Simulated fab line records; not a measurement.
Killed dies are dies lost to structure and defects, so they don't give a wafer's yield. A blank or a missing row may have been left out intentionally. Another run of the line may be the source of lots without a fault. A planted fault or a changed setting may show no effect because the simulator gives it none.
Chamber matching | flow n5Finfet | N5_BEOL_M3_ETCH_63 on rieDiel-04: 4 sister chambers
The step etches SiARC in CF4, target depth 15.6 nm, time 26 s. 4 wafers are shown with their chamber, then 10 later ones without.

== WAFERS WITH THEIR CHAMBER ==
wafer  | chamber | throttleValvePct (%)
L086.4 | 3       | 16.13
L085.3 | 1       | 15.59
L088.3 | 0       | 15.97
L088.5 | 2       | 15.56

== WAFERS WHOSE CHAMBER IS MISSING ==
wafer  | throttleValvePct (%)
L088.6 | 15.59
L091.3 | 15.99
L091.4 | 16.12
L091.5 | 15.99
L094.2 | 15.59
L094.3 | 16.14
L094.6 | 15.58
L097.3 | 15.59
L097.5 | 15.53
L097.6 | 15.61

== THE CHAMBER EACH PASSED THROUGH ==
wafer  | from the rows above     | in truth
L088.6 | can't be placed: 1 or 2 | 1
L091.3 | 0                       | 0
L091.4 | 3                       | 3
L091.5 | 0                       | 0
L094.2 | can't be placed: 1 or 2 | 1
L094.3 | 3                       | 3
L094.6 | can't be placed: 1 or 2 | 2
L097.3 | can't be placed: 1 or 2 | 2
L097.5 | can't be placed: 2 or 1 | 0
L097.6 | can't be placed: 1 or 2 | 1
Correctly placed: 4 of 10. Not placeable from these rows: 6 (in 5, the candidates include the true chamber). Number placed wrongly: 0.
How it was worked out, from the rows above alone: a wafer's distance from a chamber is the root of the sum, over the readings, of the square of ((its reading less the chamber's mean) divided by the reading's scatter). If the next closest chamber is less than 2 further off than the closest, the wafer can't be placed; otherwise it belongs to the closest. For every chamber, the mean is computed from those of its wafers that are shown. The scatter: with one shown wafer a chamber, the root of the mean of the squares of how far each hidden wafer lies from its nearest shown one.
